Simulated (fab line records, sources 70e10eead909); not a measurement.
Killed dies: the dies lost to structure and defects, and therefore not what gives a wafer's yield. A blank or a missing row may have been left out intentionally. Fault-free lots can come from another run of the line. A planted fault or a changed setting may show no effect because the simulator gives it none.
What tool caused it? ; flow nand_harc ; 14 lots with 42 wafers sampled at 5 steps, on a route of 1302 steps

== WHAT EACH GAUGE READ, for each wafer ==
NHARC_END_SORT_01.
lot;measured;on;defect_limited_yield (%);killed_at_array;killed_at_other;killed_at_periphery;killed_dies;killed_open;killed_short
L910;day 25 18:37;prober-01;93.1 92.6 90.4;40 43 58;3 3 2;4 4 5;47 50 65;3 4 3;2 8 2
L919;day 29 10:20;prober-02;91.1 89.1 87.6;38 46 54;0 1 0;22 27 30;60 74 84;2 3 5;3 3 4
L920;day 30 13:25;prober-01;91.1 88.9 87.7;40 38 51;0 0 1;20 37 31;60 75 83;4 3 5;1 0 6
L925;day 32 09:23;prober-01;88.8 91.4 91.9;72 56 51;0 0 0;4 2 4;76 58 55;4 0 2;1 1 3

== TOOL THAT RAN EACH LOT (tool first, then ch and the chambers of the sampled wafers, then the start) ==
lot;NHARC_P_M0_PVD_21;NHARC_P_M0_DEP_32;NHARC_P_M1_ANNEAL_31;NHARC_P_M1_DEP_33
L908;pvd_sputter-01, day 6 23:47 or earlier;pecvd-02 ch 0,2, day 6 23:47;rtp_anneal-02 ch 0, day 7 02:55;pecvd-04 ch 0,2, day 7 03:55
L910;pvd_sputter-01, day 7 19:55 or earlier;pecvd-02 ch 0,1, day 7 19:55;rtp_anneal-01 ch 0, day 7 23:07;pecvd-04 ch 0,1,2, day 8 00:06
L912;pvd_sputter-02, day 8 14:35 or earlier;pecvd-03 ch 0,2, day 8 14:35;rtp_anneal-02 ch 0, day 8 17:44;pecvd-04 ch 0,2, day 8 18:43
L911;pvd_sputter-02, day 8 15:27 or earlier;pecvd-02 ch 0,1,2, day 8 15:27;rtp_anneal-02 ch 0, day 8 18:40;pecvd-02 ch 0,1, day 8 19:40
L913;pvd_sputter-03, day 9 05:43 or earlier;pecvd-04 ch 0,1,2, day 9 05:43;rtp_anneal-02 ch 0, day 9 08:57;pecvd-03 ch 0,1,2, day 9 09:53
L914;pvd_sputter-02, day 10 04:17 or earlier;pecvd-04 ch 0,1, day 10 04:17;rtp_anneal-01 ch 0, day 10 07:30;pecvd-04 ch 0,1,2, day 10 08:27
L915;pvd_sputter-03, day 10 14:29 or earlier;pecvd-04 ch 0,1,2, day 10 14:29;rtp_anneal-02 ch 0, day 10 17:48;pecvd-04 ch 0,1,2, day 10 18:50
L919;pvd_sputter-01, day 11 10:58 or earlier;pecvd-03 ch 1,2, day 11 10:58;rtp_anneal-01, day 11 14:04;pecvd-03 ch 1,2, day 11 15:02
L920;pvd_sputter-03, day 12 10:35 or earlier;pecvd-03 ch 0,1,2, day 12 10:35;rtp_anneal-02, day 12 13:49;pecvd-03 ch 0,1, day 12 14:44
L921;pvd_sputter-03, day 12 20:49 or earlier;pecvd-04 ch 0,1, day 12 20:49;rtp_anneal-02 ch 0, day 12 23:56;pecvd-04 ch 0,1,2, day 13 00:53
L923;pvd_sputter-02, day 13 06:31 or earlier;pecvd-03 ch 0,1, day 13 06:31;rtp_anneal-01 ch 0, day 13 09:32;pecvd-03 ch 1,2, day 13 10:35
L925;pvd_sputter-01, day 14 01:25 or earlier;pecvd-04 ch 0,1,2, day 14 01:25;rtp_anneal-02 ch 0, day 14 04:37;pecvd-04 ch 0,1,2, day 14 05:34
L927;pvd_sputter-02, day 14 20:05 or earlier;pecvd-04 ch 0,2, day 14 20:05;rtp_anneal-02 ch 0, day 14 23:17;pecvd-02 ch 0,2, day 15 00:11
L929;pvd_sputter-03, day 15 20:49 or earlier;pecvd-04 ch 0,1,2, day 15 20:49;rtp_anneal-01 ch 0, day 15 23:52;pecvd-04 ch 0,1,2, day 16 00:52
- NHARC_P_M0_PVD_21: deposits Cu, target thk 30 nm, time 20.49 s.
- NHARC_P_M0_DEP_32: deposits SiCN, target thk 30 nm.
- NHARC_P_M1_ANNEAL_31: time 90 s.
- NHARC_P_M1_DEP_33: deposits SiCN, target thk 30 nm.

== WHAT THE TOOLS THEMSELVES READ (means of the sampled wafers that have a number; where no wafer has one, the mark that the record gives instead) ==
NHARC_P_M0_PVD_21.
lot;tool;throttle_valve_pct (%)
L908;pvd_sputter-01;30.5
L910;pvd_sputter-01;30.4
L912;pvd_sputter-02;30.9
L911;pvd_sputter-02;31.3
L913;pvd_sputter-03;30.7
L914;pvd_sputter-02;31.3
L915;pvd_sputter-03;30.3
L919;pvd_sputter-01;30.5
L920;pvd_sputter-03;30.1
L921;pvd_sputter-03;30.6
L923;pvd_sputter-02;30.3
L925;pvd_sputter-01;30.4
L927;pvd_sputter-02;30.7
L929;pvd_sputter-03;30.0

NHARC_P_M0_DEP_32.
lot;tool;heater_power_w (W)
L908;pecvd-02;534
L910;pecvd-02;622
L912;pecvd-03;656
L911;pecvd-02;604
L913;pecvd-04;623
L914;pecvd-04;581
L915;pecvd-04;628
L919;pecvd-03;551
L920;pecvd-03;614
L921;pecvd-04;571
L923;pecvd-03;642
L925;pecvd-04;593
L927;pecvd-04;674
L929;pecvd-04;632

NHARC_P_M1_ANNEAL_31.
lot;tool;anneal_temp_c (C);anneal_temp_c_max;wafer_temp_C_max
L908;rtp_anneal-02;224.85;226.3;226.5
L910;rtp_anneal-01;225.03;225.9;225.7
L912;rtp_anneal-02;224.94;226.3;226.5
L911;rtp_anneal-02;224.83;226.4;226.5
L913;rtp_anneal-02;224.95;226.5;226.4
L914;rtp_anneal-01;224.92;225.9;225.8
L915;rtp_anneal-02;225.09;226.4;226.9
L919;rtp_anneal-01;-;-;-
L920;rtp_anneal-02;-;-;-
L921;rtp_anneal-02;224.69;226.0;226.6
L923;rtp_anneal-01;225.11;226.1;225.8
L925;rtp_anneal-02;224.95;226.2;226.5
L927;rtp_anneal-02;225.10;226.7;227.0
L929;rtp_anneal-01;224.99;225.9;225.7

NHARC_P_M1_DEP_33.
lot;tool;heater_power_w (W)
L908;pecvd-04;638
L910;pecvd-04;648
L912;pecvd-04;611
L911;pecvd-02;637
L913;pecvd-03;587
L914;pecvd-04;633
L915;pecvd-04;619
L919;pecvd-03;612
L920;pecvd-03;612
L921;pecvd-04;640
L923;pecvd-03;535
L925;pecvd-04;631
L927;pecvd-02;561
L929;pecvd-04;617

== THE ANSWER, worked out from the rows above alone ==
Rule: usual is defined by the lots themselves. Put in order of their means at a reading, lots are off if they are a third of the lots or fewer, leave a main group of 4 or more, and stand apart from it by a gap of 3 or more times the standard deviation of the main group's means; of several such gaps the widest counts. A main group whose means are all the same, to the digits that the tables above print for the reading, isn't used. Also off: a lot with no number at a reading for which 4 or more lots have one. Any other lot the step has rows for is counted as sound. First the gauges in route order, then the tools' own readings, where a lot's mean is used as printed above. At the first step where some lot is off, the reading lying furthest off is the one used; lots without a number count as furthest.
Off: L919, L920 (NHARC_P_M1_ANNEAL_31, anneal_temp_c). Without a number there: L919, L920. The main group has a mean of 224.95 C with a standard deviation of 0.12.
If a tool, at that step or one of the process steps before it, ran each lot that is off and ran no sound lot following the first of them, it fits. NHARC_P_M0_PVD_21 gives no start for some lots, so the hours and the order of its lots are those of NHARC_P_M0_DEP_32. Not one of the candidates tried fits.

== WHAT THE SIMULATOR PUT IN ==
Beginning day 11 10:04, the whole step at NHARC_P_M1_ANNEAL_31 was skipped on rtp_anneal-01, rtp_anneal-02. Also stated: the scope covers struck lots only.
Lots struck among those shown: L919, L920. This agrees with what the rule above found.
